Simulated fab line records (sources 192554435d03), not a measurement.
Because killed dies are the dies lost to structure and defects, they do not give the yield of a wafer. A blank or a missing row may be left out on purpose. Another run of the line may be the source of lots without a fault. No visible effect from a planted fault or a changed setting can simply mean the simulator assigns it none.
Matching of chambers + flow n5_finfet + 4 sister chambers for N5_FIN_SAQP_STRIP_55 on rie_diel-03
The step strips in N2/H2. 8 wafers are shown with their chamber, then 9 later ones without.

## EACH WAFER AND ITS CHAMBER
| wafer  | chamber | showerhead_plenum_p_Torr (Torr) | drypump_motor_current_A (A) |
|--------|---------|---------------------------------|-----------------------------|
| L086.3 | 1       | 3.23                            | 5.71                        |
| L086.6 | 3       | 3.30                            | 5.80                        |
| L089.1 | 1       | 3.22                            | 5.70                        |
| L089.2 | 0       | 3.54                            | 5.59                        |
| L089.3 | 2       | 3.07                            | 5.59                        |
| L090.1 | 3       | 3.29                            | 5.79                        |
| L090.2 | 0       | 3.54                            | 5.61                        |
| L090.5 | 2       | 3.07                            | 5.60                        |

## WAFERS WITH NO CHAMBER GIVEN
| wafer  | showerhead_plenum_p_Torr (Torr) | drypump_motor_current_A (A) |
|--------|---------------------------------|-----------------------------|
| L091.2 | 3.29                            | 5.78                        |
| L091.4 | 3.22                            | 5.70                        |
| L091.6 | 3.29                            | 5.78                        |
| L095.2 | 3.54                            | 5.56                        |
| L095.4 | 3.29                            | 5.81                        |
| L095.5 | 3.29                            | 5.78                        |
| L096.1 | 3.54                            | 5.59                        |
| L096.4 | 3.29                            | 5.79                        |
| L096.5 | 3.06                            | 5.58                        |

## WHICH CHAMBER EACH ONE RAN IN
| wafer  | from the rows above | in truth |
|--------|---------------------|----------|
| L091.2 | 3                   | 3        |
| L091.4 | 1                   | 1        |
| L091.6 | 3                   | 3        |
| L095.2 | 0                   | 0        |
| L095.4 | 3                   | 3        |
| L095.5 | 3                   | 3        |
| L096.1 | 0                   | 0        |
| L096.4 | 3                   | 3        |
| L096.5 | 2                   | 2        |
Placed correctly: 9 of 9. Not placeable from these rows: 0. 0 placed wrongly.
How it was worked out, from the rows above alone: a wafer's distance from a chamber is the root of the sum, over the readings, of the square of ((its reading less the chamber's mean) divided by the reading's scatter). The wafer belongs to the nearest chamber; if the next one is less than 2 further off, it can't be placed. For every chamber, the mean is computed from those of its wafers that are shown. The scatter: the root of (the sum of the squares of (reading less its chamber's mean) over the shown wafers, divided by (wafers less chambers)).
